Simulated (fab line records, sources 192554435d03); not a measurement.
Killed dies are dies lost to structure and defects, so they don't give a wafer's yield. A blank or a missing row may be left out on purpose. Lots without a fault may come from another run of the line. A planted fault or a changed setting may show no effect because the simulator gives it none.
Which tool did it? | flow n5_finfet | 23 lots, 69 wafers sampled, at 6 steps of a route of 1938

WHAT THE GAUGES READ, wafer by wafer
N5_MOL_CONTACT_COAG_OVL_MEAS_09. Usual: CA_OVL 0.2 nm, standard deviation 0.67.
lot  | measured     | on         | CA_OVL (nm)    | flag
L074 | day 4 15:09  | overlay-02 | 0.6 -0.2 0.6   |
L076 | day 5 02:46  | overlay-01 | 0.9 1.3 1.0    |
L077 | day 5 11:14  | overlay-01 | -0.9 -0.4 -0.2 |
L078 | day 5 18:06  | overlay-02 | 1.9 1.1 -0.5   |
L079 | day 5 20:32  | overlay-02 | -0.6 0.2 -0.4  |
L080 | day 6 04:07  | overlay-01 | 0.4 0.8 0.4    |
L081 | day 6 07:33  | overlay-01 | -0.3 0.1 -0.2  |
L082 | day 6 14:14  | overlay-01 | 0.9 -0.5 0.6   |
L083 | day 6 19:59  | overlay-02 | -0.2 -0.7 0.3  |
L084 | day 7 07:20  | overlay-02 | 0.6 0.0 0.2    |
L085 | day 7 15:02  | overlay-01 | 0.7 0.6 0.7    |
L086 | day 8 00:56  | overlay-02 | -1.3 -1.6 0.2  |
L087 | day 8 18:42  | overlay-02 | -0.1 0.2 0.0   |
L088 | day 8 20:57  | overlay-02 | 0.1 -0.7 0.2   |
L089 | day 8 22:17  | overlay-01 | -0.8 -0.3 -0.4 |
L090 | day 9 01:59  | overlay-02 | -0.7 -0.2 0.5  |
L091 | day 9 03:52  | overlay-02 | -1.0 -0.5 -0.4 |
L092 | day 9 04:38  | overlay-01 | 0.3 0.3 -0.1   |
L093 | day 9 12:29  | overlay-02 | 0.7 -0.6 0.4   |
L094 | day 9 15:36  | overlay-02 | 0.3 1.9 -0.2   |
L095 | day 10 08:34 | overlay-01 | 0.3 0.0 0.4    |
L096 | day 10 08:37 | overlay-02 | 0.6 0.5 1.5    |
L097 | day 10 17:53 | overlay-02 | 0.2 -0.5 0.1   |

WHICH TOOL RAN EACH LOT (tool, then ch and the chambers of the sampled wafers, then the start)
lot  | N5_HKMG_FIN_STRIP_90               | N5_GATE_CUT_PECVD_57           | N5_GATE_CUT_DESCUM_18              | N5_GATE_CUT_ETCH_47               | N5_GATE_CUT_VAPOR_ETCH_49
L074 | rie_diel-02 ch 0,1, day 4 05:29    | pecvd-01 ch 0,1, day 4 10:14   | rie_diel-03 ch 1,2,3, day 4 11:27  | rie_metal-02 ch 0,1, day 4 12:00  | rie_metal-02 ch 0,1, day 4 12:04
L076 | rie_diel-05 ch 0,2,3, day 4 16:31  | pecvd-01 ch 0,1,2, day 4 21:17 | rie_diel-01 ch 0,2,3, day 4 22:25  | rie_metal-03 ch 0,1, day 4 22:57  | rie_metal-03 ch 0,1, day 4 23:01
L077 | rie_diel-06 ch 0,1,3, day 4 23:30  | pecvd-03 ch 0,1,2, day 5 05:38 | rie_diel-01 ch 1,2,3, day 5 06:39  | rie_metal-03 ch 0,1, day 5 07:12  | rie_metal-03 ch 0,1, day 5 07:16
L078 | rie_diel-05 ch 1,2, day 5 08:26    | pecvd-04 ch 0,2, day 5 13:20   | rie_diel-01 ch 2,3, day 5 14:20    | rie_metal-01 ch 0,1, day 5 14:57  | rie_metal-01 ch 0,1, day 5 15:01
L079 | rie_diel-06 ch 1,2, day 5 10:38    | pecvd-03 ch 0,2, day 5 15:43   | rie_diel-01 ch 0,1, day 5 16:43    | rie_metal-03 ch 0,1, day 5 17:16  | rie_metal-03 ch 0,1, day 5 17:19
L080 | rie_diel-02 ch 1,2, day 5 18:14    | pecvd-03 ch 0,1,2, day 5 23:06 | rie_diel-04 ch 1,2,3, day 6 00:17  | rie_metal-01 ch 0,1, day 6 00:51  | rie_metal-01 ch 0,1, day 6 00:55
L081 | rie_diel-02 ch 0,1,2, day 5 21:40  | pecvd-01 ch 0,1, day 6 02:42   | rie_diel-03 ch 1,3, day 6 03:40    | rie_metal-01 ch 0,1, day 6 04:13  | rie_metal-01 ch 0,1, day 6 04:16
L082 | rie_diel-06 ch 0,1, day 6 04:44    | pecvd-04 ch 1,2, day 6 09:37   | rie_diel-04 ch 0,2, day 6 10:29    | rie_metal-01 ch 0,1, day 6 11:01  | rie_metal-01 ch 0,1, day 6 11:05
L083 | rie_diel-06 ch 1,2,3, day 6 10:28  | pecvd-01 ch 0,2, day 6 15:18   | rie_diel-03 ch 2,3, day 6 16:10    | rie_metal-03 ch 0,1, day 6 16:43  | rie_metal-03 ch 0,1, day 6 16:46
L084 | rie_diel-05 ch 0,2,3, day 6 21:33  | pecvd-01 ch 0,2, day 7 02:20   | rie_diel-04 ch 0,2, day 7 03:31    | rie_metal-03 ch 0,1, day 7 04:04  | rie_metal-03 ch 0,1, day 7 04:08
L085 | rie_diel-06 ch 0,1,3, day 7 05:31  | pecvd-03 ch 0,1, day 7 10:17   | rie_diel-04 ch 0,1,3, day 7 11:20  | rie_metal-03 ch 0,1, day 7 11:53  | rie_metal-03 ch 0,1, day 7 11:56
L086 | rie_diel-05 ch 0,1,2, day 7 15:18  | pecvd-01 ch 0,1, day 7 20:04   | rie_diel-03 ch 0,1, day 7 21:03    | rie_metal-01 ch 0,1, day 7 21:36  | rie_metal-01 ch 0,1, day 7 21:40
L087 | rie_diel-05 ch 0,2,3, day 8 08:26  | pecvd-01 ch 0,2, day 8 13:53   | rie_diel-01 ch 0,1, day 8 14:46    | rie_metal-02 ch 0,1, day 8 15:18  | rie_metal-02 ch 0,1, day 8 15:22
L088 | rie_diel-06 ch 0,1,3, day 8 09:26  | pecvd-04 ch 0,1,2, day 8 15:13 | rie_diel-03 ch 1,2, day 8 16:15    | rie_metal-03 ch 0,1, day 8 16:47  | rie_metal-03 ch 0,1, day 8 16:51
L089 | rie_diel-02 ch 0,1,3, day 8 10:34  | pecvd-04 ch 0,1, day 8 16:04   | rie_diel-03 ch 1,3, day 8 16:56    | rie_metal-03 ch 0,1, day 8 17:29  | rie_metal-03 ch 0,1, day 8 17:33
L090 | rie_diel-05 ch 0,2, day 8 15:14    | pecvd-01 ch 0,2, day 8 21:02   | rie_diel-03 ch 0,1,3, day 8 22:18  | rie_metal-03 ch 0,1, day 8 22:50  | rie_metal-03 ch 0,1, day 8 22:54
L091 | rie_diel-06 ch 0,1,3, day 8 15:36  | pecvd-03 ch 0,2, day 8 23:05   | rie_diel-03 ch 1,2,3, day 9 00:03  | rie_metal-01 ch 0,1, day 9 00:36  | rie_metal-01 ch 0,1, day 9 00:40
L092 | rie_diel-06 ch 0,1,3, day 8 19:08  | pecvd-03 ch 0,1,2, day 8 23:57 | rie_diel-01 ch 0,2,3, day 9 00:56  | rie_metal-01 ch 0,1, day 9 01:28  | rie_metal-01 ch 0,1, day 9 01:32
L093 | rie_diel-02 ch 1,2, day 9 02:39    | pecvd-04 ch 0,1, day 9 07:38   | rie_diel-03 ch 0,3, day 9 08:44    | rie_metal-01 ch 0,1, day 9 09:17  | rie_metal-01 ch 0,1, day 9 09:21
L094 | rie_diel-02 ch 0,2,3, day 9 05:47  | pecvd-01 ch 0,1, day 9 10:44   | rie_diel-01 ch 0,1,2, day 9 11:46  | rie_metal-02 ch 0,1, day 9 12:19  | rie_metal-02 ch 0,1, day 9 12:22
L095 | rie_diel-05 ch 0,1, day 9 14:41    | pecvd-04 ch 0,1,2, day 9 19:28 | rie_diel-04 ch 0,2,3, day 9 20:20  | rie_metal-03 ch 0,1, day 9 20:52  | rie_metal-03 ch 0,1, day 9 20:56
L096 | rie_diel-05 ch 0,1,2, day 9 22:08  | pecvd-03 ch 0,2, day 10 03:02  | rie_diel-01 ch 0,1,2, day 10 04:45 | rie_metal-01 ch 0,1, day 10 05:18 | rie_metal-01 ch 0,1, day 10 05:22
L097 | rie_diel-05 ch 0,2,3, day 10 07:32 | pecvd-04 ch 0,2, day 10 12:45  | rie_diel-03 ch 0,2,3, day 10 14:00 | rie_metal-01 ch 0,1, day 10 14:33 | rie_metal-01 ch 0,1, day 10 14:37
- N5_HKMG_FIN_STRIP_90: strips SOC in N2/H2, time 20 s.
- N5_GATE_CUT_PECVD_57: deposits SiNx from SiH4/NH3/N2, target thk 21 nm.
- N5_GATE_CUT_DESCUM_18: chemistry O2, time 7 s.
- N5_GATE_CUT_ETCH_47: etches SiO2 in Cl2/BCl3, target depth 10 nm.
- N5_GATE_CUT_VAPOR_ETCH_49: etches TiAlC in BCl3/Cl2.

WHAT THE TOOLS THEMSELVES READ (means of the sampled wafers that have a number; where no wafer has one, the mark that the record gives instead)
N5_HKMG_FIN_STRIP_90. Usual: chamber_pressure_mTorr 50.00 mTorr, standard deviation 0.047; drypump_motor_current_A 5.6 A, standard deviation 0.53; oes_product_au 0.79 a.u., standard deviation 0.089; rf_vpp_V 54.2 V, standard deviation 0.87; showerhead_plenum_p_Torr 3.37 Torr, standard deviation 0.11; throttle_valve_pct 18.8 %, standard deviation 0.37.
lot  | tool        | chamber_pressure_mTorr (mTorr) | drypump_motor_current_A (A) | oes_product_au (a.u.) | rf_vpp_V (V) | showerhead_plenum_p_Torr (Torr) | throttle_valve_pct (%) | flag
L074 | rie_diel-02 | 50.04                          | 5.9                         | 0.79                  | 54.6         | 3.41                            | 18.9                   |
L076 | rie_diel-05 | 50.00                          | 5.4                         | 0.78                  | 54.8         | 3.34                            | 19.0                   |
L077 | rie_diel-06 | 50.01                          | 5.6                         | 0.79                  | 54.5         | 3.45                            | 18.7                   |
L078 | rie_diel-05 | 50.00                          | 5.4                         | 0.77                  | 53.8         | 3.37                            | 18.7                   |
L079 | rie_diel-06 | 50.02                          | 6.0                         | 0.72                  | 54.1         | 3.23                            | 19.2                   |
L080 | rie_diel-02 | 49.96                          | 5.8                         | 0.79                  | 54.8         | 3.50                            | 18.9                   |
L081 | rie_diel-02 | 49.98                          | 5.7                         | 0.83                  | 53.6         | 3.43                            | 18.6                   |
L082 | rie_diel-06 | 50.04                          | 5.1                         | 0.77                  | 53.1         | 3.40                            | 18.6                   |
L083 | rie_diel-06 | 49.96                          | 6.1                         | 0.70                  | 54.4         | 3.31                            | 19.1                   |
L084 | rie_diel-05 | 50.03                          | 5.4                         | 0.76                  | 53.8         | 3.33                            | 19.0                   |
L085 | rie_diel-06 | 50.02                          | 5.6                         | 0.76                  | 53.9         | 3.44                            | 18.7                   |
L086 | rie_diel-05 | 50.03                          | 5.3                         | 0.85                  | 53.9         | 3.31                            | 18.7                   |
L087 | rie_diel-05 | 49.99                          | 5.4                         | 0.75                  | 53.9         | 3.32                            | 19.0                   |
L088 | rie_diel-06 | 50.01                          | 5.6                         | 0.76                  | 53.7         | 3.43                            | 18.8                   |
L089 | rie_diel-02 | 49.98                          | 5.8                         | 0.79                  | 54.2         | 3.37                            | 18.9                   |
L090 | rie_diel-05 | 49.98                          | 5.6                         | 0.78                  | 53.6         | 3.34                            | 18.9                   |
L091 | rie_diel-06 | 50.00                          | 5.6                         | 0.75                  | 55.0         | 3.43                            | 18.8                   |
L092 | rie_diel-06 | 49.94                          | 5.6                         | 0.75                  | 54.1         | 3.43                            | 18.8                   |
L093 | rie_diel-02 | 49.98                          | 5.8                         | 0.76                  | 55.1         | 3.49                            | 19.0                   |
L094 | rie_diel-02 | 50.02                          | 5.6                         | 0.83                  | 54.9         | 3.39                            | 18.5                   |
L095 | rie_diel-05 | 49.98                          | 5.0                         | 0.87                  | 54.4         | 3.28                            | 18.5                   |
L096 | rie_diel-05 | 50.02                          | 5.3                         | 0.81                  | 54.0         | 3.30                            | 18.7                   |
L097 | rie_diel-05 | 49.99                          | 5.5                         | 0.82                  | 54.0         | 3.31                            | 18.9                   |

N5_GATE_CUT_PECVD_57. Usual: heater_power_w 740 W, standard deviation 51; showerhead_plenum_p_Torr 5.17 Torr, standard deviation 0.094; showerhead_vpp_V 1071 V, standard deviation 45; throttle_valve_pct 40.2 %, standard deviation 1.7.
lot  | tool     | heater_power_w (W) | showerhead_plenum_p_Torr (Torr) | showerhead_vpp_V (V) | throttle_valve_pct (%) | flag
L074 | pecvd-01 | 783                | 5.13                            | 1064                 | 40.7                   |
L076 | pecvd-01 | 814                | 5.17                            | 1081                 | 41.3                   |
L077 | pecvd-03 | 759                | 5.25                            | 1062                 | 39.1                   |
L078 | pecvd-04 | 683                | 5.16                            | 1106                 | 39.3                   |
L079 | pecvd-03 | 687                | 5.31                            | 1045                 | 38.0                   |
L080 | pecvd-03 | 786                | 5.26                            | 1054                 | 39.2                   |
L081 | pecvd-01 | 768                | 5.12                            | 1080                 | 39.7                   |
L082 | pecvd-04 | 693                | 5.17                            | 1090                 | 40.1                   |
L083 | pecvd-01 | 745                | 5.19                            | 1116                 | 42.0                   |
L084 | pecvd-01 | 731                | 5.19                            | 1114                 | 42.1                   |
L085 | pecvd-03 | 713                | 5.22                            | 1043                 | 40.4                   |
L086 | pecvd-01 | 747                | 5.12                            | 1083                 | 40.0                   |
L087 | pecvd-01 | 712                | 5.19                            | 1120                 | 42.0                   |
L088 | pecvd-04 | 727                | 5.09                            | 1058                 | 39.9                   |
L089 | pecvd-04 | 695                | 5.04                            | 1015                 | 40.1                   |
L090 | pecvd-01 | 750                | 5.15                            | 1096                 | 40.7                   |
L091 | pecvd-03 | 690                | 5.28                            | 1073                 | 38.5                   |
L092 | pecvd-03 | 760                | 5.26                            | 1065                 | 39.3                   |
L093 | pecvd-04 | 740                | 5.03                            | 1015                 | 39.9                   |
L094 | pecvd-01 | 787                | 5.13                            | 1070                 | 40.9                   |
L095 | pecvd-04 | 733                | 5.10                            | 1059                 | 39.8                   |
L096 | pecvd-03 | 710                | 5.30                            | 1051                 | 38.5                   |
L097 | pecvd-04 | 722                | 5.09                            | 1100                 | 39.2                   |

N5_GATE_CUT_DESCUM_18. Usual: chamber_pressure_mTorr 19.999 mTorr, standard deviation 0.019; drypump_motor_current_A 5.6 A, standard deviation 0.44; o2_flow_sccm 225.0 sccm, standard deviation 0.65; oes_product_au 0.76 a.u., standard deviation 0.093; rf_vpp_V 242.9 V, standard deviation 1.4; showerhead_plenum_p_Torr 2.07 Torr, standard deviation 0.064; throttle_valve_pct 20.29 %, standard deviation 0.26.
lot  | tool        | chamber_pressure_mTorr (mTorr) | drypump_motor_current_A (A) | o2_flow_sccm (sccm) | oes_product_au (a.u.) | rf_vpp_V (V) | showerhead_plenum_p_Torr (Torr) | throttle_valve_pct (%) | flag
L074 | rie_diel-03 | 19.983                         | 5.7                         | 224.9               | 0.70                  | 243.5        | 2.12                            | 20.50                  |
L076 | rie_diel-01 | 20.008                         | 5.2                         | 225.0               | 0.76                  | 243.7        | 2.09                            | 20.31                  |
L077 | rie_diel-01 | 20.015                         | 5.5                         | 225.2               | 0.82                  | 243.2        | 2.08                            | 20.16                  |
L078 | rie_diel-01 | 19.993                         | 5.5                         | 224.6               | 0.78                  | 243.7        | 2.13                            | 20.19                  |
L079 | rie_diel-01 | 19.997                         | 5.2                         | 225.2               | 0.75                  | 242.1        | 2.06                            | 20.37                  |
L080 | rie_diel-04 | 20.007                         | 5.7                         | 224.5               | 0.79                  | 242.2        | 2.02                            | 20.11                  |
L081 | rie_diel-03 | 19.990                         | 6.1                         | 224.9               | 0.69                  | 243.3        | 2.13                            | 20.67                  |
L082 | rie_diel-04 | 19.973                         | 6.1                         | 223.9               | 0.83                  | 243.5        | 2.11                            | 20.14                  |
L083 | rie_diel-03 | 20.004                         | 5.3                         | 224.9               | 0.68                  | 243.8        | 2.10                            | 20.37                  |
L084 | rie_diel-04 | 20.015                         | 5.9                         | 224.4               | 0.76                  | 243.9        | 2.08                            | 20.38                  |
L085 | rie_diel-04 | 20.007                         | 5.6                         | 225.5               | 0.72                  | 242.2        | 1.99                            | 20.36                  |
L086 | rie_diel-03 | 20.014                         | 6.2                         | 225.6               | 0.68                  | 243.4        | 2.11                            | 20.54                  |
L087 | rie_diel-01 | 20.007                         | 5.2                         | 225.6               | 0.91                  | 241.9        | 2.05                            | 20.06                  |
L088 | rie_diel-03 | 20.005                         | 5.9                         | 225.2               | 0.77                  | 244.5        | 2.14                            | 20.50                  |
L089 | rie_diel-03 | 19.991                         | 6.1                         | 225.3               | 0.68                  | 243.0        | 2.12                            | 20.71                  |
L090 | rie_diel-03 | 20.014                         | 6.0                         | 225.1               | 0.67                  | 243.4        | 2.09                            | 20.47                  |
L091 | rie_diel-03 | 19.988                         | 5.7                         | 224.7               | 0.77                  | 243.6        | 2.11                            | 20.44                  |
L092 | rie_diel-01 | 20.000                         | 5.2                         | 224.9               | 0.82                  | 243.6        | 2.08                            | 20.20                  |
L093 | rie_diel-03 | 19.995                         | 5.9                         | 225.6               | 0.68                  | 241.8        | 2.05                            | 20.25                  |
L094 | rie_diel-01 | 20.006                         | 5.3                         | 225.1               | 0.85                  | 242.6        | 2.04                            | 20.17                  |
L095 | rie_diel-04 | 19.985                         | 5.7                         | 225.3               | 0.74                  | 243.3        | 2.05                            | 20.28                  |
L096 | rie_diel-01 | 20.003                         | 5.3                         | 225.7               | 0.84                  | 241.8        | 2.04                            | 20.18                  |
L097 | rie_diel-03 | 19.997                         | 5.6                         | 225.2               | 0.76                  | 243.1        | 2.07                            | 20.22                  |

N5_GATE_CUT_ETCH_47. Usual: chamber_pressure_mTorr 9.999 mTorr, standard deviation 0.0088; drypump_motor_current_A 5.8 A, standard deviation 0.77; oes_ar_750_au 0.71 a.u., standard deviation 0.1; oes_product_au 0.71 a.u., standard deviation 0.09; throttle_valve_pct 22.81 %, standard deviation 0.25.
lot  | tool         | chamber_pressure_mTorr (mTorr) | drypump_motor_current_A (A) | oes_ar_750_au (a.u.) | oes_product_au (a.u.) | throttle_valve_pct (%) | flag
L074 | rie_metal-02 | 9.992                          | 5.4                         | 0.63                 | 0.60                  | 22.69                  |
L076 | rie_metal-03 | 10.007                         | 6.2                         | 0.75                 | 0.75                  | 22.63                  |
L077 | rie_metal-03 | 9.997                          | 6.2                         | 0.74                 | 0.76                  | 22.62                  |
L078 | rie_metal-01 | 9.997                          | 6.0                         | 0.75                 | 0.74                  | 23.01                  |
L079 | rie_metal-03 | 9.999                          | 5.6                         | 0.68                 | 0.70                  | 22.56                  |
L080 | rie_metal-01 | 10.006                         | 6.1                         | 0.75                 | 0.74                  | 23.02                  |
L081 | rie_metal-01 | 10.002                         | 6.1                         | 0.75                 | 0.74                  | 23.02                  |
L082 | rie_metal-01 | 10.009                         | 5.6                         | 0.68                 | 0.69                  | 23.07                  |
L083 | rie_metal-03 | 10.001                         | 5.6                         | 0.68                 | 0.70                  | 22.57                  |
L084 | rie_metal-03 | 10.003                         | 6.2                         | 0.73                 | 0.75                  | 22.65                  |
L085 | rie_metal-03 | 10.003                         | 6.2                         | 0.73                 | 0.74                  | 22.64                  |
L086 | rie_metal-01 | 10.007                         | 6.0                         | 0.73                 | 0.74                  | 23.02                  |
L087 | rie_metal-02 | 9.994                          | 5.4                         | 0.74                 | 0.71                  | 22.53                  |
L088 | rie_metal-03 | 10.006                         | 6.1                         | 0.72                 | 0.75                  | 22.64                  |
L089 | rie_metal-03 | 9.996                          | 6.2                         | 0.73                 | 0.74                  | 22.66                  |
L090 | rie_metal-03 | 10.000                         | 6.2                         | 0.72                 | 0.75                  | 22.65                  |
L091 | rie_metal-01 | 10.003                         | 5.6                         | 0.67                 | 0.67                  | 23.09                  |
L092 | rie_metal-01 | 9.992                          | 6.1                         | 0.73                 | 0.73                  | 23.03                  |
L093 | rie_metal-01 | 9.996                          | 5.6                         | 0.66                 | 0.68                  | 23.08                  |
L094 | rie_metal-02 | 10.001                         | 5.4                         | 0.73                 | 0.71                  | 22.52                  |
L095 | rie_metal-03 | 10.003                         | 6.2                         | 0.72                 | 0.73                  | 22.66                  |
L096 | rie_metal-01 | 10.005                         | 5.6                         | 0.66                 | 0.68                  | 23.09                  |
L097 | rie_metal-01 | 10.001                         | 5.6                         | 0.65                 | 0.66                  | 23.10                  |

N5_GATE_CUT_VAPOR_ETCH_49. Usual: drypump_motor_current_A 5.8 A, standard deviation 0.76; oes_product_au 0.71 a.u., standard deviation 0.09.
lot  | tool         | drypump_motor_current_A (A) | oes_product_au (a.u.) | flag
L074 | rie_metal-02 | 5.4                         | 0.60                  |
L076 | rie_metal-03 | 6.2                         | 0.76                  |
L077 | rie_metal-03 | 6.2                         | 0.75                  |
L078 | rie_metal-01 | 6.0                         | 0.74                  |
L079 | rie_metal-03 | 5.6                         | 0.70                  |
L080 | rie_metal-01 | 6.0                         | 0.75                  |
L081 | rie_metal-01 | 6.0                         | 0.74                  |
L082 | rie_metal-01 | 5.6                         | 0.69                  |
L083 | rie_metal-03 | 5.6                         | 0.70                  |
L084 | rie_metal-03 | 6.2                         | 0.74                  |
L085 | rie_metal-03 | 6.2                         | 0.74                  |
L086 | rie_metal-01 | 6.1                         | 0.73                  |
L087 | rie_metal-02 | 5.3                         | 0.70                  |
L088 | rie_metal-03 | 6.2                         | 0.74                  |
L089 | rie_metal-03 | 6.2                         | 0.74                  |
L090 | rie_metal-03 | 6.2                         | 0.74                  |
L091 | rie_metal-01 | 5.6                         | 0.67                  |
L092 | rie_metal-01 | 6.1                         | 0.73                  |
L093 | rie_metal-01 | 5.6                         | 0.67                  |
L094 | rie_metal-02 | 5.4                         | 0.69                  |
L095 | rie_metal-03 | 6.2                         | 0.73                  |
L096 | rie_metal-01 | 5.6                         | 0.67                  |
L097 | rie_metal-01 | 5.6                         | 0.66                  |

THE ANSWER, worked out from the rows above alone
Rule: a lot is off if the mean of its wafers that have a number lies more than 3 standard deviations from the usual mean. A lot without any number at a reading at which 4 lots or more have one is off too. The other lots that the step has rows for count as sound. The gauges are gone through in route order, then the tools' own readings, and for those a lot's mean is taken as printed above. The first step at which some lot is off is used, and at that step the reading that is off furthest; a lot without a number counts as furthest.
No lot is off at any reading shown: from this, nothing can be told.

WHAT THE SIMULATOR HAD PUT IN
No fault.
